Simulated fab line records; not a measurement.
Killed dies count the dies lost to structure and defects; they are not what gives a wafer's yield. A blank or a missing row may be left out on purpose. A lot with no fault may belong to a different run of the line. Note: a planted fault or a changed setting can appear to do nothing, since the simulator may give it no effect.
The tool behind it: which one? / flow nand harc / 12 lots with 36 wafers sampled at 5 steps, on a route of 1302 steps

== WHAT THE GAUGES READ, wafer by wafer ==
NHARC_A_ONON_D2_THK_MEAS_21: measures by ellipsometry.
lot=L075; measured=day 13 07:53; on=film metro-01; thk nm (nm)=1012 1013 1010
lot=L077; measured=day 14 06:17; on=film metro-02; thk nm (nm)=995 994 994
lot=L079; measured=day 14 22:14; on=film metro-02; thk nm (nm)=996 997 995
lot=L081; measured=day 15 20:41; on=film metro-02; thk nm (nm)=1001 1003 1002
lot=L083; measured=day 16 17:41; on=film metro-01; thk nm (nm)=1007 1006 1006
lot=L085; measured=day 17 06:46; on=film metro-01; thk nm (nm)=1007 1008 1006
lot=L087; measured=day 18 06:14; on=film metro-01; thk nm (nm)=982 982 982
lot=L088; measured=day 19 09:35; on=film metro-02; thk nm (nm)=997 999 1000
lot=L091; measured=day 19 09:28; on=film metro-01; thk nm (nm)=1004 1007 1006
lot=L093; measured=day 20 17:02; on=film metro-01; thk nm (nm)=991 992 990
lot=L095; measured=day 22 02:19; on=film metro-01; thk nm (nm)=1006 1006 1006
lot=L097; measured=day 22 09:20; on=film metro-01; thk nm (nm)=1016 1017 1019

== EACH LOT AND THE TOOL THAT RAN IT (in order: tool; ch and the chambers of the sampled wafers; start) ==
lot=L075; NHARC_P_BONDPAD_STRIP_15=rie diel-11 ch 1,2, day 6 22:20; NHARC_P_BONDPAD_PRE_CLEAN_26=pvd sputter-03, day 9 08:35 or earlier; NHARC_A_CHANNEL_HOLE_D1_ETCH_39=rie diel-03 ch 0,1,3, day 9 08:35 or earlier; NHARC_A_CHANNEL_FILL_D1_ALD_14=ald hk-03 ch 0,1,3, day 9 08:35
lot=L077; NHARC_P_BONDPAD_STRIP_15=rie diel-02 ch 1,2,3, day 7 21:35; NHARC_P_BONDPAD_PRE_CLEAN_26=pvd sputter-02, day 10 12:38 or earlier; NHARC_A_CHANNEL_HOLE_D1_ETCH_39=rie diel-03 ch 1,2,3, day 10 12:38 or earlier; NHARC_A_CHANNEL_FILL_D1_ALD_14=ald hk-03 ch 0,2,3, day 10 12:38
lot=L079; NHARC_P_BONDPAD_STRIP_15=rie diel-11 ch 0,3, day 8 14:30; NHARC_P_BONDPAD_PRE_CLEAN_26=pvd sputter-02, day 11 02:28 or earlier; NHARC_A_CHANNEL_HOLE_D1_ETCH_39=rie diel-03 ch 0,2,3, day 11 02:28 or earlier; NHARC_A_CHANNEL_FILL_D1_ALD_14=ald hk-01 ch 2,3, day 11 02:28
lot=L081; NHARC_P_BONDPAD_STRIP_15=rie diel-02 ch 1,2,3, day 9 19:11; NHARC_P_BONDPAD_PRE_CLEAN_26=pvd sputter-02, day 12 10:23 or earlier; NHARC_A_CHANNEL_HOLE_D1_ETCH_39=rie diel-03 ch 1,2,3, day 12 10:23 or earlier; NHARC_A_CHANNEL_FILL_D1_ALD_14=ald hk-02 ch 1,2,3, day 12 10:23
lot=L083; NHARC_P_BONDPAD_STRIP_15=rie diel-11 ch 1,2, day 10 17:13; NHARC_P_BONDPAD_PRE_CLEAN_26=pvd sputter-02, day 13 05:53 or earlier; NHARC_A_CHANNEL_HOLE_D1_ETCH_39=rie diel-03 ch 0,1,2, day 13 05:53 or earlier; NHARC_A_CHANNEL_FILL_D1_ALD_14=ald hk-01 ch 0,1,2, day 13 05:53
lot=L085; NHARC_P_BONDPAD_STRIP_15=rie diel-11 ch 0,3, day 11 01:05; NHARC_P_BONDPAD_PRE_CLEAN_26=pvd sputter-03, day 13 09:44 or earlier; NHARC_A_CHANNEL_HOLE_D1_ETCH_39=rie diel-07 ch 0,2, day 13 09:44 or earlier; NHARC_A_CHANNEL_FILL_D1_ALD_14=ald hk-03 ch 1,2, day 13 09:44
lot=L087; NHARC_P_BONDPAD_STRIP_15=rie diel-12 ch 0,1,3, day 11 23:54; NHARC_P_BONDPAD_PRE_CLEAN_26=pvd sputter-01, day 14 12:01 or earlier; NHARC_A_CHANNEL_HOLE_D1_ETCH_39=rie diel-03 ch 0,3, day 14 12:01 or earlier; NHARC_A_CHANNEL_FILL_D1_ALD_14=ald hk-01 ch 0,2,3, day 14 12:01
lot=L088; NHARC_P_BONDPAD_STRIP_15=rie diel-12 ch 1,2, day 12 21:07; NHARC_P_BONDPAD_PRE_CLEAN_26=pvd sputter-01, day 15 06:35 or earlier; NHARC_A_CHANNEL_HOLE_D1_ETCH_39=rie diel-07 ch 0,1,3, day 15 06:35 or earlier; NHARC_A_CHANNEL_FILL_D1_ALD_14=ald hk-01 ch 0,1,2, day 15 06:35
lot=L091; NHARC_P_BONDPAD_STRIP_15=rie diel-02 ch 0,1,2, day 13 16:50; NHARC_P_BONDPAD_PRE_CLEAN_26=pvd sputter-01, day 15 23:10 or earlier; NHARC_A_CHANNEL_HOLE_D1_ETCH_39=rie diel-03 ch 0,1,3, day 15 23:10 or earlier; NHARC_A_CHANNEL_FILL_D1_ALD_14=ald hk-03 ch 0,2,3, day 15 23:10
lot=L093; NHARC_P_BONDPAD_STRIP_15=rie diel-02 ch 0,3, day 14 12:26; NHARC_P_BONDPAD_PRE_CLEAN_26=pvd sputter-01, day 17 00:59 or earlier; NHARC_A_CHANNEL_HOLE_D1_ETCH_39=rie diel-03 ch 0,1,3, day 17 00:59 or earlier; NHARC_A_CHANNEL_FILL_D1_ALD_14=ald hk-01 ch 0,1,3, day 17 00:59
lot=L095; NHARC_P_BONDPAD_STRIP_15=rie diel-02 ch 0,2,3, day 15 07:29; NHARC_P_BONDPAD_PRE_CLEAN_26=pvd sputter-02, day 17 21:31 or earlier; NHARC_A_CHANNEL_HOLE_D1_ETCH_39=rie diel-03 ch 0,2,3, day 17 21:31 or earlier; NHARC_A_CHANNEL_FILL_D1_ALD_14=ald hk-01 ch 0,2,3, day 17 21:31
lot=L097; NHARC_P_BONDPAD_STRIP_15=rie diel-12 ch 1,2,3, day 16 07:16; NHARC_P_BONDPAD_PRE_CLEAN_26=pvd sputter-03, day 18 16:13 or earlier; NHARC_A_CHANNEL_HOLE_D1_ETCH_39=rie diel-07 ch 0,2,3, day 18 16:13 or earlier; NHARC_A_CHANNEL_FILL_D1_ALD_14=ald hk-02 ch 0,1,3, day 18 16:13
- NHARC_P_BONDPAD_STRIP_15: strips in O2.
- NHARC_P_BONDPAD_PRE_CLEAN_26: time 30 s.
- NHARC_A_CHANNEL_HOLE_D1_ETCH_39: etches the open film in N2/H2, target depth 260 nm, time 325 s.
- NHARC_A_CHANNEL_FILL_D1_ALD_14: deposits SiO2, target thk 2.5 nm, pulse time 10 s, ald cycles 25.

== THE ANSWER, worked out from the rows above alone ==
Rule: usual is defined by the lots themselves. The widest of any qualifying gaps counts: lots, ordered by their means at a reading, are off when they make up no more than a third of the lots, leave a main group of 4 or more, and stand apart from it by 3 or more times the standard deviation of that group's means. The tables above print the reading to a certain number of digits; a main group whose means all agree to those digits is not used. A lot without any number at a reading at which 4 lots or more have one is off too. All remaining lots with rows at the step are treated as sound.
Nothing can be told from this: no lot is off at any reading shown.

== WHAT THE SIMULATOR HAD PUT IN ==
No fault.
